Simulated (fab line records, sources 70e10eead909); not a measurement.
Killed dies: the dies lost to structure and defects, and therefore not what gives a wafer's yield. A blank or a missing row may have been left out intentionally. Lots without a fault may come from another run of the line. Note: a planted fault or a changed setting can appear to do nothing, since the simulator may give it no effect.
Chamber matching :: flow nandHarc :: NHARC_P_M2_DEP_33 on pecvd-01: 3 sister chambers
The step deposits SiCN, target thk 30 nm. 24 wafers are shown with their chamber, then 12 later ones without.

WAFERS, EACH WITH ITS CHAMBER
wafer: L078.4
chamber: 2
heaterPowerOuterW (W): 275
heaterPowerW (W): 463

wafer: L078.5
chamber: 0
heaterPowerOuterW (W): 400
heaterPowerW (W): 656

wafer: L078.6
chamber: 1
heaterPowerOuterW (W): 297
heaterPowerW (W): 555

wafer: L079.1
chamber: 1
heaterPowerOuterW (W): 244
heaterPowerW (W): 476

wafer: L079.4
chamber: 1
heaterPowerOuterW (W): 245
heaterPowerW (W): 489

wafer: L079.6
chamber: 2
heaterPowerOuterW (W): 261
heaterPowerW (W): 455

wafer: L080.1
chamber: 2
heaterPowerOuterW (W): 247
heaterPowerW (W): 437

wafer: L080.4
chamber: 0
heaterPowerOuterW (W): 393
heaterPowerW (W): 631

wafer: L080.5
chamber: 1
heaterPowerOuterW (W): 337
heaterPowerW (W): 596

wafer: L082.4
chamber: 0
heaterPowerOuterW (W): 422
heaterPowerW (W): 657

wafer: L082.5
chamber: 2
heaterPowerOuterW (W): 244
heaterPowerW (W): 432

wafer: L082.6
chamber: 1
heaterPowerOuterW (W): 338
heaterPowerW (W): 609

wafer: L083.3
chamber: 1
heaterPowerOuterW (W): 270
heaterPowerW (W): 507

wafer: L083.5
chamber: 0
heaterPowerOuterW (W): 347
heaterPowerW (W): 544

wafer: L083.6
chamber: 1
heaterPowerOuterW (W): 274
heaterPowerW (W): 521

wafer: L084.3
chamber: 2
heaterPowerOuterW (W): 282
heaterPowerW (W): 487

wafer: L084.4
chamber: 2
heaterPowerOuterW (W): 287
heaterPowerW (W): 496

wafer: L084.6
chamber: 1
heaterPowerOuterW (W): 293
heaterPowerW (W): 556

wafer: L085.1
chamber: 1
heaterPowerOuterW (W): 317
heaterPowerW (W): 576

wafer: L085.5
chamber: 1
heaterPowerOuterW (W): 315
heaterPowerW (W): 587

wafer: L085.6
chamber: 0
heaterPowerOuterW (W): 365
heaterPowerW (W): 561

wafer: L087.2
chamber: 1
heaterPowerOuterW (W): 243
heaterPowerW (W): 496

wafer: L087.3
chamber: 0
heaterPowerOuterW (W): 419
heaterPowerW (W): 626

wafer: L087.5
chamber: 2
heaterPowerOuterW (W): 241
heaterPowerW (W): 454

SIGNATURES (averages over the wafers above)
reading: heaterPowerOuterW
chamber 0: 391.00
chamber 1: 288.45
chamber 2: 262.43
scatter within a chamber: 30.5

reading: heaterPowerW
chamber 0: 612.50
chamber 1: 542.55
chamber 2: 460.57
scatter within a chamber: 42
Rule: a wafer's distance from a chamber is the root of the sum, over the readings, of the square of ((its reading less the chamber's mean) divided by the reading's scatter). The wafer belongs to the nearest chamber; if the next one is less than 2 further off, it can't be placed. How the scatter is found: for the shown wafers, subtract from each reading the mean of its chamber, square and add these, divide the total by (wafers less chambers), then take the root.

WAFERS MISSING THEIR CHAMBER
wafer: L089.1
heaterPowerOuterW (W): 268
heaterPowerW (W): 474

wafer: L089.2
heaterPowerOuterW (W): 391
heaterPowerW (W): 614

wafer: L089.6
heaterPowerOuterW (W): 264
heaterPowerW (W): 467

wafer: L093.2
heaterPowerOuterW (W): 384
heaterPowerW (W): 574

wafer: L093.4
heaterPowerOuterW (W): 291
heaterPowerW (W): 479

wafer: L093.6
heaterPowerOuterW (W): 262
heaterPowerW (W): 522

wafer: L096.1
heaterPowerOuterW (W): 454
heaterPowerW (W): 696

wafer: L096.3
heaterPowerOuterW (W): 298
heaterPowerW (W): 575

wafer: L096.6
heaterPowerOuterW (W): 297
heaterPowerW (W): 562

wafer: L097.1
heaterPowerOuterW (W): 393
heaterPowerW (W): 602

wafer: L097.4
heaterPowerOuterW (W): 312
heaterPowerW (W): 581

wafer: L097.5
heaterPowerOuterW (W): 324
heaterPowerW (W): 538

THE CHAMBER EACH PASSED THROUGH
wafer: L089.1
from the rows above: can't be placed: 2 or 1
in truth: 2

wafer: L089.2
from the rows above: 0
in truth: 0

wafer: L089.6
from the rows above: can't be placed: 2 or 1
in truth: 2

wafer: L093.2
from the rows above: 0
in truth: 0

wafer: L093.4
from the rows above: can't be placed: 2 or 1
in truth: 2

wafer: L093.6
from the rows above: can't be placed: 1 or 2
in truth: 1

wafer: L096.1
from the rows above: 0
in truth: 0

wafer: L096.3
from the rows above: 1
in truth: 1

wafer: L096.6
from the rows above: 1
in truth: 1

wafer: L097.1
from the rows above: 0
in truth: 0

wafer: L097.4
from the rows above: can't be placed: 1 or 0
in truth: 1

wafer: L097.5
from the rows above: can't be placed: 1 or 2 or 0
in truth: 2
Placed correctly: 6 of 12. These rows do not allow placing 6 (true chamber among the candidates in 6). Wrongly placed: 0.
